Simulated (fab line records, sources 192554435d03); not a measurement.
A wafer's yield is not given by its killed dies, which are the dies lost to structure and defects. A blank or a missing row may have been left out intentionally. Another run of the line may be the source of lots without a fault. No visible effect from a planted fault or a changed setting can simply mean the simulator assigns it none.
Which of the tools did it? || flow n5_finfet || 24 lots with 72 wafers sampled at 5 steps, on a route of 1938 steps

## WHAT EACH GAUGE READ, for each wafer
N5_BEOL_M5_OVL_MEAS_12. Usual: for M5_OVL the level is 0.1 nm and the standard deviation is 0.73.
{"lot": "L074", "measured": "day 9 21:26", "on": "overlay-02", "M5_OVL (nm)": "-1.0 -1.1 -0.3", "flag": ""}
{"lot": "L075", "measured": "day 11 06:50", "on": "overlay-01", "M5_OVL (nm)": "-0.1 0.8 1.6", "flag": ""}
{"lot": "L076", "measured": "day 11 12:14", "on": "overlay-01", "M5_OVL (nm)": "0.1 0.6 0.6", "flag": ""}
{"lot": "L077", "measured": "day 11 15:19", "on": "overlay-02", "M5_OVL (nm)": "-0.2 0.1 0.4", "flag": ""}
{"lot": "L078", "measured": "day 11 21:10", "on": "overlay-02", "M5_OVL (nm)": "-0.9 -0.4 -1.6", "flag": ""}
{"lot": "L080", "measured": "day 12 05:39", "on": "overlay-01", "M5_OVL (nm)": "-0.7 1.0 -0.2", "flag": ""}
{"lot": "L081", "measured": "day 12 07:23", "on": "overlay-02", "M5_OVL (nm)": "-0.2 0.5 0.6", "flag": ""}
{"lot": "L082", "measured": "day 12 14:59", "on": "overlay-02", "M5_OVL (nm)": "1.8 0.1 -0.2", "flag": ""}
{"lot": "L083", "measured": "day 12 15:04", "on": "overlay-01", "M5_OVL (nm)": "0.7 0.2 0.3", "flag": ""}
{"lot": "L084", "measured": "day 12 19:31", "on": "overlay-01", "M5_OVL (nm)": "0.1 -0.1 0.1", "flag": ""}
{"lot": "L085", "measured": "day 13 04:01", "on": "overlay-01", "M5_OVL (nm)": "1.0 0.7 0.3", "flag": ""}
{"lot": "L086", "measured": "day 13 10:26", "on": "overlay-02", "M5_OVL (nm)": "0.2 0.5 0.5", "flag": ""}
{"lot": "L092", "measured": "day 13 10:29", "on": "overlay-01", "M5_OVL (nm)": "2.0 0.3 0.0", "flag": ""}
{"lot": "L088", "measured": "day 14 01:02", "on": "overlay-02", "M5_OVL (nm)": "-0.2 -0.2 0.3", "flag": ""}
{"lot": "L089", "measured": "day 14 05:58", "on": "overlay-02", "M5_OVL (nm)": "-0.1 0.0 1.1", "flag": ""}
{"lot": "L087", "measured": "day 14 06:01", "on": "overlay-01", "M5_OVL (nm)": "-0.4 0.5 0.2", "flag": ""}
{"lot": "L090", "measured": "day 14 10:04", "on": "overlay-02", "M5_OVL (nm)": "0.3 -1.3 -0.6", "flag": ""}
{"lot": "L091", "measured": "day 14 14:46", "on": "overlay-01", "M5_OVL (nm)": "-0.7 -0.5 0.3", "flag": ""}
{"lot": "L093", "measured": "day 14 18:34", "on": "overlay-02", "M5_OVL (nm)": "0.6 -0.2 0.3", "flag": ""}
{"lot": "L079", "measured": "day 15 14:53", "on": "overlay-01", "M5_OVL (nm)": "-0.6 0.3 0.3", "flag": ""}
{"lot": "L097", "measured": "day 15 15:08", "on": "overlay-02", "M5_OVL (nm)": "-0.6 -1.0 -0.4", "flag": ""}
{"lot": "L096", "measured": "day 16 00:55", "on": "overlay-02", "M5_OVL (nm)": "2.0 1.1 1.5", "flag": ""}
{"lot": "L094", "measured": "day 16 12:17", "on": "overlay-01", "M5_OVL (nm)": "0.5 -0.5 -0.4", "flag": ""}
{"lot": "L095", "measured": "day 16 16:05", "on": "overlay-02", "M5_OVL (nm)": "0.1 -0.3 1.0", "flag": ""}

N5_BEOL_M5_INSPECT_58: inspects for defects (darkfield). Usual: raw_defect_count reads 73 (standard deviation 24).
{"lot": "L074", "measured": "day 10 07:42", "on": "defect_inspect-02", "raw_defect_count": "78 59 122", "flag": ""}
{"lot": "L075", "measured": "day 11 15:37", "on": "defect_inspect-01", "raw_defect_count": "67 106 95", "flag": ""}
{"lot": "L076", "measured": "day 11 21:20", "on": "defect_inspect-01", "raw_defect_count": "127 98 85", "flag": ""}
{"lot": "L077", "measured": "day 12 02:08", "on": "defect_inspect-02", "raw_defect_count": "43 49 51", "flag": ""}
{"lot": "L078", "measured": "day 12 07:53", "on": "defect_inspect-01", "raw_defect_count": "74 58 113", "flag": ""}
{"lot": "L080", "measured": "day 12 15:04", "on": "defect_inspect-02", "raw_defect_count": "41 62 54", "flag": ""}
{"lot": "L081", "measured": "day 12 19:44", "on": "defect_inspect-02", "raw_defect_count": "51 71 85", "flag": ""}
{"lot": "L082", "measured": "day 13 00:05", "on": "defect_inspect-01", "raw_defect_count": "78 73 80", "flag": ""}
{"lot": "L083", "measured": "day 12 23:38", "on": "defect_inspect-02", "raw_defect_count": "91 81 86", "flag": ""}
{"lot": "L084", "measured": "day 13 05:34", "on": "defect_inspect-01", "raw_defect_count": "40 85 59", "flag": ""}
{"lot": "L085", "measured": "day 13 14:31", "on": "defect_inspect-02", "raw_defect_count": "58 63 76", "flag": ""}
{"lot": "L086", "measured": "day 13 19:57", "on": "defect_inspect-02", "raw_defect_count": "94 103 60", "flag": ""}
{"lot": "L092", "measured": "day 13 19:08", "on": "defect_inspect-01", "raw_defect_count": "75 92 64", "flag": ""}
{"lot": "L088", "measured": "day 14 12:49", "on": "defect_inspect-01", "raw_defect_count": "51 81 61", "flag": ""}
{"lot": "L089", "measured": "day 14 16:55", "on": "defect_inspect-02", "raw_defect_count": "80 82 75", "flag": ""}
{"lot": "L087", "measured": "day 14 19:31", "on": "defect_inspect-01", "raw_defect_count": "56 32 77", "flag": ""}
{"lot": "L090", "measured": "day 14 20:49", "on": "defect_inspect-01", "raw_defect_count": "37 63 44", "flag": ""}
{"lot": "L091", "measured": "day 15 00:29", "on": "defect_inspect-02", "raw_defect_count": "91 96 127", "flag": ""}
{"lot": "L093", "measured": "day 15 04:14", "on": "defect_inspect-01", "raw_defect_count": "72 73 66", "flag": ""}
{"lot": "L079", "measured": "day 16 01:25", "on": "defect_inspect-02", "raw_defect_count": "38 64 68", "flag": ""}
{"lot": "L097", "measured": "day 16 02:31", "on": "defect_inspect-02", "raw_defect_count": "60 40 43", "flag": ""}
{"lot": "L096", "measured": "day 16 10:05", "on": "defect_inspect-02", "raw_defect_count": "87 71 48", "flag": ""}
{"lot": "L094", "measured": "day 16 21:33", "on": "defect_inspect-01", "raw_defect_count": "82 98 110", "flag": ""}
{"lot": "L095", "measured": "day 17 02:46", "on": "defect_inspect-01", "raw_defect_count": "59 56 46", "flag": ""}

N5_BEOL_M6_CD_MEAS_11 targets a cd of 38.5 nm. Usual: cd_nm reads 38.6 nm (standard deviation 0.42).
{"lot": "L074", "measured": "day 10 09:25", "on": "cd_sem-03", "cd_nm (nm)": "38.4 38.9 38.8", "flag": ""}
{"lot": "L075", "measured": "day 11 18:04", "on": "cd_sem-01", "cd_nm (nm)": "39.0 38.5 37.9", "flag": ""}
{"lot": "L076", "measured": "day 11 23:20", "on": "cd_sem-02", "cd_nm (nm)": "38.9 38.6 37.5", "flag": ""}
{"lot": "L077", "measured": "day 12 04:43", "on": "cd_sem-01", "cd_nm (nm)": "38.6 38.7 38.7", "flag": ""}
{"lot": "L078", "measured": "day 12 11:04", "on": "cd_sem-03", "cd_nm (nm)": "37.9 38.0 37.3", "flag": ""}
{"lot": "L080", "measured": "day 12 17:23", "on": "cd_sem-01", "cd_nm (nm)": "38.5 39.0 38.6", "flag": ""}
{"lot": "L081", "measured": "day 12 23:17", "on": "cd_sem-01", "cd_nm (nm)": "38.1 38.0 38.1", "flag": ""}
{"lot": "L082", "measured": "day 13 03:44", "on": "cd_sem-02", "cd_nm (nm)": "39.8 39.2 38.9", "flag": ""}
{"lot": "L083", "measured": "day 13 03:28", "on": "cd_sem-01", "cd_nm (nm)": "38.9 38.7 38.8", "flag": ""}
{"lot": "L084", "measured": "day 13 08:05", "on": "cd_sem-01", "cd_nm (nm)": "38.9 39.3 38.9", "flag": ""}
{"lot": "L085", "measured": "day 13 17:55", "on": "cd_sem-02", "cd_nm (nm)": "38.7 38.4 38.4", "flag": ""}
{"lot": "L086", "measured": "day 13 21:39", "on": "cd_sem-02", "cd_nm (nm)": "39.1 38.3 38.9", "flag": ""}
{"lot": "L092", "measured": "day 13 21:26", "on": "cd_sem-03", "cd_nm (nm)": "39.4 38.6 39.3", "flag": ""}
{"lot": "L088", "measured": "day 14 15:47", "on": "cd_sem-03", "cd_nm (nm)": "38.5 38.7 38.8", "flag": ""}
{"lot": "L089", "measured": "day 14 18:51", "on": "cd_sem-01", "cd_nm (nm)": "38.8 39.2 39.6", "flag": ""}
{"lot": "L087", "measured": "day 14 21:04", "on": "cd_sem-03", "cd_nm (nm)": "38.2 38.2 38.4", "flag": ""}
{"lot": "L090", "measured": "day 14 22:46", "on": "cd_sem-02", "cd_nm (nm)": "39.2 39.3 38.5", "flag": ""}
{"lot": "L091", "measured": "day 15 04:44", "on": "cd_sem-01", "cd_nm (nm)": "38.1 38.8 38.5", "flag": ""}
{"lot": "L093", "measured": "day 15 05:49", "on": "cd_sem-03", "cd_nm (nm)": "38.3 38.8 38.0", "flag": ""}
{"lot": "L079", "measured": "day 16 04:04", "on": "cd_sem-01", "cd_nm (nm)": "37.8 38.5 38.5", "flag": ""}
{"lot": "L097", "measured": "day 16 04:27", "on": "cd_sem-01", "cd_nm (nm)": "38.2 38.1 38.3", "flag": ""}
{"lot": "L096", "measured": "day 16 11:55", "on": "cd_sem-01", "cd_nm (nm)": "38.1 38.7 38.2", "flag": ""}
{"lot": "L094", "measured": "day 17 00:34", "on": "cd_sem-01", "cd_nm (nm)": "38.1 38.5 38.4", "flag": ""}
{"lot": "L095", "measured": "day 17 05:08", "on": "cd_sem-01", "cd_nm (nm)": "38.6 38.5 38.1", "flag": ""}

N5_BEOL_M6_INSPECT_13: inspects for defects (brightfield). Usual: raw_defect_count reads 426 (standard deviation 93).
{"lot": "L074", "measured": "day 10 09:28", "on": "defect_inspect-01", "raw_defect_count": "489 494 513", "flag": ""}
{"lot": "L075", "measured": "day 11 18:07", "on": "defect_inspect-01", "raw_defect_count": "452 516 407", "flag": ""}
{"lot": "L076", "measured": "day 11 23:23", "on": "defect_inspect-01", "raw_defect_count": "490 550 383", "flag": ""}
{"lot": "L077", "measured": "day 12 04:46", "on": "defect_inspect-01", "raw_defect_count": "466 378 386", "flag": ""}
{"lot": "L078", "measured": "day 12 11:07", "on": "defect_inspect-02", "raw_defect_count": "394 346 436", "flag": ""}
{"lot": "L080", "measured": "day 12 17:27", "on": "defect_inspect-02", "raw_defect_count": "286 497 522", "flag": ""}
{"lot": "L081", "measured": "day 12 23:20", "on": "defect_inspect-01", "raw_defect_count": "442 414 482", "flag": ""}
{"lot": "L082", "measured": "day 13 03:47", "on": "defect_inspect-02", "raw_defect_count": "397 396 452", "flag": ""}
{"lot": "L083", "measured": "day 13 03:31", "on": "defect_inspect-01", "raw_defect_count": "510 444 506", "flag": ""}
{"lot": "L084", "measured": "day 13 08:08", "on": "defect_inspect-02", "raw_defect_count": "256 356 428", "flag": ""}
{"lot": "L085", "measured": "day 13 17:59", "on": "defect_inspect-01", "raw_defect_count": "340 301 337", "flag": ""}
{"lot": "L086", "measured": "day 13 21:42", "on": "defect_inspect-01", "raw_defect_count": "554 463 453", "flag": ""}
{"lot": "L092", "measured": "day 13 21:29", "on": "defect_inspect-01", "raw_defect_count": "390 556 433", "flag": ""}
{"lot": "L088", "measured": "day 14 15:50", "on": "defect_inspect-01", "raw_defect_count": "374 555 391", "flag": ""}
{"lot": "L089", "measured": "day 14 18:54", "on": "defect_inspect-01", "raw_defect_count": "445 427 394", "flag": ""}
{"lot": "L087", "measured": "day 14 21:07", "on": "defect_inspect-02", "raw_defect_count": "401 245 287", "flag": ""}
{"lot": "L090", "measured": "day 14 22:49", "on": "defect_inspect-02", "raw_defect_count": "307 710 578", "flag": ""}
{"lot": "L091", "measured": "day 15 04:47", "on": "defect_inspect-01", "raw_defect_count": "385 418 478", "flag": ""}
{"lot": "L093", "measured": "day 15 05:52", "on": "defect_inspect-02", "raw_defect_count": "391 394 460", "flag": ""}
{"lot": "L079", "measured": "day 16 04:07", "on": "defect_inspect-01", "raw_defect_count": "502 384 521", "flag": ""}
{"lot": "L097", "measured": "day 16 04:30", "on": "defect_inspect-01", "raw_defect_count": "276 308 269", "flag": ""}
{"lot": "L096", "measured": "day 16 11:58", "on": "defect_inspect-01", "raw_defect_count": "591 457 414", "flag": ""}
{"lot": "L094", "measured": "day 17 00:38", "on": "defect_inspect-01", "raw_defect_count": "385 362 479", "flag": ""}
{"lot": "L095", "measured": "day 17 05:11", "on": "defect_inspect-02", "raw_defect_count": "349 361 258", "flag": ""}

## WHICH TOOL RAN EACH LOT (tool, then ch and the chambers of the sampled wafers, then the start)
{"lot": "L074", "N5_BEOL_M5_STRIP_91": "rie_diel-01 ch 0,1,2, day 10 07:42 or earlier"}
{"lot": "L075", "N5_BEOL_M5_STRIP_91": "rie_diel-06 ch 0,2, day 11 15:37 or earlier"}
{"lot": "L076", "N5_BEOL_M5_STRIP_91": "rie_diel-03 ch 0,2,3, day 11 21:20 or earlier"}
{"lot": "L077", "N5_BEOL_M5_STRIP_91": "rie_diel-03 ch 2,3, day 12 02:08 or earlier"}
{"lot": "L078", "N5_BEOL_M5_STRIP_91": "rie_diel-06 ch 0,1,3, day 12 07:53 or earlier"}
{"lot": "L080", "N5_BEOL_M5_STRIP_91": "rie_diel-06 ch 0,1, day 12 15:04 or earlier"}
{"lot": "L081", "N5_BEOL_M5_STRIP_91": "rie_diel-03 ch 0,1,2, day 12 19:44 or earlier"}
{"lot": "L082", "N5_BEOL_M5_STRIP_91": "rie_diel-01 ch 2,3, day 13 00:05 or earlier"}
{"lot": "L083", "N5_BEOL_M5_STRIP_91": "rie_diel-01 ch 0,1,3, day 12 23:38 or earlier"}
{"lot": "L084", "N5_BEOL_M5_STRIP_91": "rie_diel-06 ch 0,3, day 13 05:34 or earlier"}
{"lot": "L085", "N5_BEOL_M5_STRIP_91": "rie_diel-06 ch 1,2, day 13 14:31 or earlier"}
{"lot": "L086", "N5_BEOL_M5_STRIP_91": "rie_diel-01 ch 0,2,3, day 13 19:57 or earlier"}
{"lot": "L092", "N5_BEOL_M5_STRIP_91": "rie_diel-06 ch 1,2,3, day 13 19:08 or earlier"}
{"lot": "L088", "N5_BEOL_M5_STRIP_91": "rie_diel-01 ch 0,1, day 14 12:49 or earlier"}
{"lot": "L089", "N5_BEOL_M5_STRIP_91": "rie_diel-01 ch 2,3, day 14 16:55 or earlier"}
{"lot": "L087", "N5_BEOL_M5_STRIP_91": "rie_diel-01 ch 0,1, day 14 19:31 or earlier"}
{"lot": "L090", "N5_BEOL_M5_STRIP_91": "rie_diel-01 ch 0,2, day 14 20:49 or earlier"}
{"lot": "L091", "N5_BEOL_M5_STRIP_91": "rie_diel-01 ch 0,1,3, day 15 00:29 or earlier"}
{"lot": "L093", "N5_BEOL_M5_STRIP_91": "rie_diel-06 ch 0,1,3, day 15 04:14 or earlier"}
{"lot": "L079", "N5_BEOL_M5_STRIP_91": "rie_diel-06 ch 0,2, day 16 01:25 or earlier"}
{"lot": "L097", "N5_BEOL_M5_STRIP_91": "rie_diel-03 ch 1,2, day 16 02:31 or earlier"}
{"lot": "L096", "N5_BEOL_M5_STRIP_91": "rie_diel-01 ch 1,3, day 16 10:05 or earlier"}
{"lot": "L094", "N5_BEOL_M5_STRIP_91": "rie_diel-06 ch 0,1,3, day 16 21:33 or earlier"}
{"lot": "L095", "N5_BEOL_M5_STRIP_91": "rie_diel-01 ch 1,2,3, day 17 02:46 or earlier"}
- N5_BEOL_M5_STRIP_91: strips in N2/H2, time 10 s.

## WHAT THE TOOLS THEMSELVES READ (means of the sampled wafers that have a number; where no wafer has one, the mark that the record gives instead)
N5_BEOL_M5_STRIP_91. Usual: drypump_motor_current_A 6.0 A, standard deviation 0.55; oes_product_au 0.79 a.u., standard deviation 0.074; rf_vpp_V 59.1 V, standard deviation 0.85; showerhead_plenum_p_Torr 2.53 Torr, standard deviation 0.084; temp_c 40.00 C, standard deviation 0.11; throttle_valve_pct 23.85 %, standard deviation 0.21.
{"lot": "L074", "tool": "rie_diel-01", "drypump_motor_current_A (A)": 6.4, "oes_product_au (a.u.)": 0.81, "rf_vpp_V (V)": 59.0, "showerhead_plenum_p_Torr (Torr)": 2.56, "temp_c (C)": 39.91, "throttle_valve_pct (%)": 23.89, "flag": ""}
{"lot": "L075", "tool": "rie_diel-06", "drypump_motor_current_A (A)": 6.4, "oes_product_au (a.u.)": 0.74, "rf_vpp_V (V)": 59.7, "showerhead_plenum_p_Torr (Torr)": 2.49, "temp_c (C)": 39.89, "throttle_valve_pct (%)": 23.91, "flag": ""}
{"lot": "L076", "tool": "rie_diel-03", "drypump_motor_current_A (A)": 5.3, "oes_product_au (a.u.)": 0.77, "rf_vpp_V (V)": 58.8, "showerhead_plenum_p_Torr (Torr)": 2.57, "temp_c (C)": 39.96, "throttle_valve_pct (%)": 23.75, "flag": ""}
{"lot": "L077", "tool": "rie_diel-03", "drypump_motor_current_A (A)": 5.2, "oes_product_au (a.u.)": 0.82, "rf_vpp_V (V)": 60.3, "showerhead_plenum_p_Torr (Torr)": 2.60, "temp_c (C)": 40.06, "throttle_valve_pct (%)": 23.73, "flag": ""}
{"lot": "L078", "tool": "rie_diel-06", "drypump_motor_current_A (A)": 5.6, "oes_product_au (a.u.)": 0.82, "rf_vpp_V (V)": 59.7, "showerhead_plenum_p_Torr (Torr)": 2.59, "temp_c (C)": 40.06, "throttle_valve_pct (%)": 23.86, "flag": ""}
{"lot": "L080", "tool": "rie_diel-06", "drypump_motor_current_A (A)": 6.0, "oes_product_au (a.u.)": 0.78, "rf_vpp_V (V)": 59.1, "showerhead_plenum_p_Torr (Torr)": 2.60, "temp_c (C)": 40.03, "throttle_valve_pct (%)": 23.85, "flag": ""}
{"lot": "L081", "tool": "rie_diel-03", "drypump_motor_current_A (A)": 5.5, "oes_product_au (a.u.)": 0.72, "rf_vpp_V (V)": 58.8, "showerhead_plenum_p_Torr (Torr)": 2.52, "temp_c (C)": 40.01, "throttle_valve_pct (%)": 23.67, "flag": ""}
{"lot": "L082", "tool": "rie_diel-01", "drypump_motor_current_A (A)": 6.1, "oes_product_au (a.u.)": 0.87, "rf_vpp_V (V)": 58.9, "showerhead_plenum_p_Torr (Torr)": 2.54, "temp_c (C)": 39.87, "throttle_valve_pct (%)": 23.81, "flag": ""}
{"lot": "L083", "tool": "rie_diel-01", "drypump_motor_current_A (A)": 6.3, "oes_product_au (a.u.)": 0.80, "rf_vpp_V (V)": 59.2, "showerhead_plenum_p_Torr (Torr)": 2.48, "temp_c (C)": 40.02, "throttle_valve_pct (%)": 23.79, "flag": ""}
{"lot": "L084", "tool": "rie_diel-06", "drypump_motor_current_A (A)": 5.6, "oes_product_au (a.u.)": 0.75, "rf_vpp_V (V)": 60.1, "showerhead_plenum_p_Torr (Torr)": 2.58, "temp_c (C)": 39.99, "throttle_valve_pct (%)": 24.08, "flag": ""}
{"lot": "L085", "tool": "rie_diel-06", "drypump_motor_current_A (A)": 5.6, "oes_product_au (a.u.)": 0.87, "rf_vpp_V (V)": 59.2, "showerhead_plenum_p_Torr (Torr)": 2.53, "temp_c (C)": 40.09, "throttle_valve_pct (%)": 23.55, "flag": ""}
{"lot": "L086", "tool": "rie_diel-01", "drypump_motor_current_A (A)": 6.3, "oes_product_au (a.u.)": 0.83, "rf_vpp_V (V)": 59.8, "showerhead_plenum_p_Torr (Torr)": 2.53, "temp_c (C)": 40.06, "throttle_valve_pct (%)": 23.91, "flag": ""}
{"lot": "L092", "tool": "rie_diel-06", "drypump_motor_current_A (A)": 5.6, "oes_product_au (a.u.)": 0.82, "rf_vpp_V (V)": 58.8, "showerhead_plenum_p_Torr (Torr)": 2.52, "temp_c (C)": 39.95, "throttle_valve_pct (%)": 23.79, "flag": ""}
{"lot": "L088", "tool": "rie_diel-01", "drypump_motor_current_A (A)": 6.4, "oes_product_au (a.u.)": 0.74, "rf_vpp_V (V)": 59.1, "showerhead_plenum_p_Torr (Torr)": 2.49, "temp_c (C)": 39.97, "throttle_valve_pct (%)": 23.81, "flag": ""}
{"lot": "L089", "tool": "rie_diel-01", "drypump_motor_current_A (A)": 6.3, "oes_product_au (a.u.)": 0.85, "rf_vpp_V (V)": 59.8, "showerhead_plenum_p_Torr (Torr)": 2.62, "temp_c (C)": 39.94, "throttle_valve_pct (%)": 23.96, "flag": ""}
{"lot": "L087", "tool": "rie_diel-01", "drypump_motor_current_A (A)": 6.5, "oes_product_au (a.u.)": 0.75, "rf_vpp_V (V)": 59.1, "showerhead_plenum_p_Torr (Torr)": 2.47, "temp_c (C)": 40.06, "throttle_valve_pct (%)": 23.92, "flag": ""}
{"lot": "L090", "tool": "rie_diel-01", "drypump_motor_current_A (A)": 6.5, "oes_product_au (a.u.)": 0.81, "rf_vpp_V (V)": 58.3, "showerhead_plenum_p_Torr (Torr)": 2.61, "temp_c (C)": 40.08, "throttle_valve_pct (%)": 24.07, "flag": ""}
{"lot": "L091", "tool": "rie_diel-01", "drypump_motor_current_A (A)": 6.3, "oes_product_au (a.u.)": 0.79, "rf_vpp_V (V)": 59.3, "showerhead_plenum_p_Torr (Torr)": 2.48, "temp_c (C)": 40.04, "throttle_valve_pct (%)": 23.80, "flag": ""}
{"lot": "L093", "tool": "rie_diel-06", "drypump_motor_current_A (A)": 5.6, "oes_product_au (a.u.)": 0.87, "rf_vpp_V (V)": 59.8, "showerhead_plenum_p_Torr (Torr)": 2.58, "temp_c (C)": 40.04, "throttle_valve_pct (%)": 23.79, "flag": ""}
{"lot": "L079", "tool": "rie_diel-06", "drypump_motor_current_A (A)": 6.4, "oes_product_au (a.u.)": 0.79, "rf_vpp_V (V)": 58.9, "showerhead_plenum_p_Torr (Torr)": 2.47, "temp_c (C)": 39.92, "throttle_valve_pct (%)": 23.88, "flag": ""}
{"lot": "L097", "tool": "rie_diel-03", "drypump_motor_current_A (A)": 5.7, "oes_product_au (a.u.)": 0.71, "rf_vpp_V (V)": 58.7, "showerhead_plenum_p_Torr (Torr)": 2.49, "temp_c (C)": 39.98, "throttle_valve_pct (%)": 23.60, "flag": ""}
{"lot": "L096", "tool": "rie_diel-01", "drypump_motor_current_A (A)": 6.2, "oes_product_au (a.u.)": 0.76, "rf_vpp_V (V)": 58.6, "showerhead_plenum_p_Torr (Torr)": 2.50, "temp_c (C)": 40.07, "throttle_valve_pct (%)": 23.71, "flag": ""}
{"lot": "L094", "tool": "rie_diel-06", "drypump_motor_current_A (A)": 5.6, "oes_product_au (a.u.)": 0.84, "rf_vpp_V (V)": 58.9, "showerhead_plenum_p_Torr (Torr)": 2.57, "temp_c (C)": 39.96, "throttle_valve_pct (%)": 23.81, "flag": ""}
{"lot": "L095", "tool": "rie_diel-01", "drypump_motor_current_A (A)": 6.2, "oes_product_au (a.u.)": 0.79, "rf_vpp_V (V)": 59.2, "showerhead_plenum_p_Torr (Torr)": 2.55, "temp_c (C)": 39.84, "throttle_valve_pct (%)": 23.85, "flag": ""}

## THE ANSWER, worked out from the rows above alone
Rule: take the mean of a lot's wafers that have a number; if it is more than 3 standard deviations from the usual mean, the lot is off. A lot without any number at a reading at which 4 lots or more have one is off too. Where the step has rows for the other lots, those lots are counted as sound. First the gauges in route order, then the tools' own readings, where a lot's mean is used as printed above. At the first step where some lot is off, the reading lying furthest off is the one used; lots without a number count as furthest.
Nothing can be told from this: no lot is off at any reading shown.

## WHAT THE SIMULATOR HAD PUT IN
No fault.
